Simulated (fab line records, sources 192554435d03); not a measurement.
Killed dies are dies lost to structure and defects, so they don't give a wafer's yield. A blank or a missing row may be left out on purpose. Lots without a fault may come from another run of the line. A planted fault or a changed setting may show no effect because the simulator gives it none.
Split-lot experiment | flow n5_finfet | 7 lots, 21 wafers read, on a route of 1938 steps

THE SPLIT
At N5_BEOL_M14_TRENCH_ETCH_34 (etches SiO2 in C4F8/O2/Ar, target depth 556.65 nm, time 126.9 s), the setting time_s was moved away from the recipe's 126.9 s on 8 of the 21 wafers read, by -12.3% to +21.0%. The other wafers ran this setting at the recipe's value.

FROM THE SPLIT TO THE READING: what the file shows between them, 11 steps
- N5_BEOL_M14_STRIP_70: strips in C4F8/O2/Ar
- N5_BEOL_M14_OCD_MEAS_35
- N5_BEOL_M14_SPUTTER_43: material TaN, target thk 15 nm, time 24.19 s (also split here: time_s)
- N5_BEOL_M14_SPUTTER_44: material Ta, target thk 15 nm, time 24.19 s
- N5_BEOL_M14_SPUTTER_45: material Cu, target thk 100 nm, time 16.67 s
- N5_BEOL_M14_ECD_47: material Cu, target thk 1248 nm
- N5_BEOL_M14_ANNEAL_48: time 90 s
- N5_BEOL_M14_CMP_49: polishes, stops on SiO2, t overpolish 5.2 s, target thk 560 nm
- N5_BEOL_M14_THK_MEAS_50: measures by xrf
- N5_BEOL_M14_PRE_CLEAN_52: time 15 s
- N5_BEOL_M14_DEP_53: deposits SiCN from 3MS/NH3, target thk 50 nm, time 17.8 s

THE READING
M14_RS, in ohm/sq, at N5_BEOL_M14_RS_MEAS_54 (measures by four-point-probe). Fault-free wafers of this fab line usually give 0.0327 ohm/sq, standard deviation 0.0009 ohm/sq.

wafer  | tool, chamber at the split | time_s as run, s | against the recipe | M14_RS, ohm/sq | against lot-mates on the recipe
L078.1 | rie_diel-03, 3             | 126.9            | recipe             | 0.0330         | -
L078.4 | rie_diel-03, 2             | 126.9            | recipe             | 0.0320         | -
L078.6 | rie_diel-03, 0             | 126.9            | recipe             | 0.0336         | -
L083.1 | rie_diel-02, 0             | 126.9            | recipe             | 0.0329         | -
L083.2 | rie_diel-02, 1             | 153.5            | +21.0%             | 0.0270         | -0.0059
L083.4 | rie_diel-02, 2             | 153.5            | +21.0%             | 0.0263         | -0.0066
L089.3 | rie_diel-03, 2             | 111.3            | -12.3%             | 0.0365         | +0.0040
L089.4 | rie_diel-03, 1             | 126.9            | recipe             | 0.0320         | -
L089.6 | rie_diel-03, 3             | 126.9            | recipe             | 0.0331         | -
L090.1 | rie_diel-03, 3             | 126.9            | recipe             | 0.0331         | -
L090.2 | rie_diel-03, 2             | 113              | -11.0%             | 0.0366         | +0.0041
L090.5 | rie_diel-03, 2             | 126.9            | recipe             | 0.0319         | -
L092.2 | rie_diel-06, 1             | 126.9            | recipe             | 0.0332         | -
L092.5 | rie_diel-06, 0             | 149.5            | +17.8%             | 0.0286         | -0.0046
L092.6 | rie_diel-06, 3             | 149.5            | +17.8%             | 0.0268         | -0.0064
L096.3 | rie_diel-02, 3             | 137.6            | +8.4%              | 0.0310         | -0.0028
L096.4 | rie_diel-02, 1             | 137.6            | +8.4%              | 0.0307         | -0.0031
L096.6 | rie_diel-02, 0             | 126.9            | recipe             | 0.0338         | -
L097.2 | rie_diel-06, 3             | 126.9            | recipe             | 0.0312         | -
L097.3 | rie_diel-06, 0             | 126.9            | recipe             | 0.0338         | -
L097.4 | rie_diel-06, 0             | 126.9            | recipe             | 0.0336         | -

THE FIT
A straight line over all 21 wafers: M14_RS changes by -0.000296 ohm/sq for each +1% of time_s; r = -0.97; the points scatter about the line by 0.00075 ohm/sq.
The same after taking each lot's own level away (the mean of its wafers on the recipe; 21 wafers): -0.000314 ohm/sq for each +1%; r = -0.97; scatter 0.00071 ohm/sq.
On that fit, the largest move of time_s shifts the reading by 0.0066 ohm/sq.
The lots' own levels span 0.03250 to 0.03380 ohm/sq, that is 1.4 times the standard deviation above.
So the lot-to-lot level changes the slope little: the two slopes agree.
Check: with one of the wafers moved furthest among these (+21.0%) left out of the fit, the line predicts -0.00672 ohm/sq for it against its lot-mates. It came out at -0.0059 ohm/sq against them.

OTHER SPLITS ON THESE WAFERS
These wafers also went through other splits before the reading. Each is held against what the fit with the lots' levels taken away leaves over:
other split on the same wafers    | wafers away from the commonest value | r with M14_RS (lot level and that fit taken away)
N5_BEOL_M13_TRENCH_ETCH_34 time_s | 5                                    | -0.01
N5_BEOL_M14_SPUTTER_43 time_s     | 5                                    | -0.30

THE WHOLE CHAIN: every reading that the file lists as answering this split, in the file's order
step                       | what it does                                                    | reading                                                                       | change (the file's fit)               | r (the file's)
N5_BEOL_M14_TRENCH_ETCH_34 | etches SiO2 in C4F8/O2/Ar, target depth 556.65 nm, time 126.9 s | etch.depth_nm (the simulator's own value, which no gauge read)                | +5.93 nm for each +1% of the setting  | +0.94
N5_BEOL_M14_OCD_MEAS_35    |                                                                 | trench_depth_nm                                                               | +5.92 nm for each +1% of the setting  | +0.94
N5_BEOL_M14_CMP_49         | polishes, stops on SiO2, t overpolish 5.2 s, target thk 560 nm  | Cu_of_BEOL_M14_ECD_47.thk_nm (the simulator's own value, which no gauge read) | +5.93 nm for each +1% of the setting  | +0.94
N5_BEOL_M14_THK_MEAS_50    | measures by xrf                                                 | M14_THK                                                                       | +6.44 for each +1% of the setting     | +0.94
N5_BEOL_M14_RS_MEAS_54     | measures by four-point-probe                                    | M14_RS                                                                        | -0.000314 for each +1% of the setting | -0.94

THE FILE'S OWN FIT
M14_RS changes by -0.000314 ohm/sq for each +1% of time_s, r = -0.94.
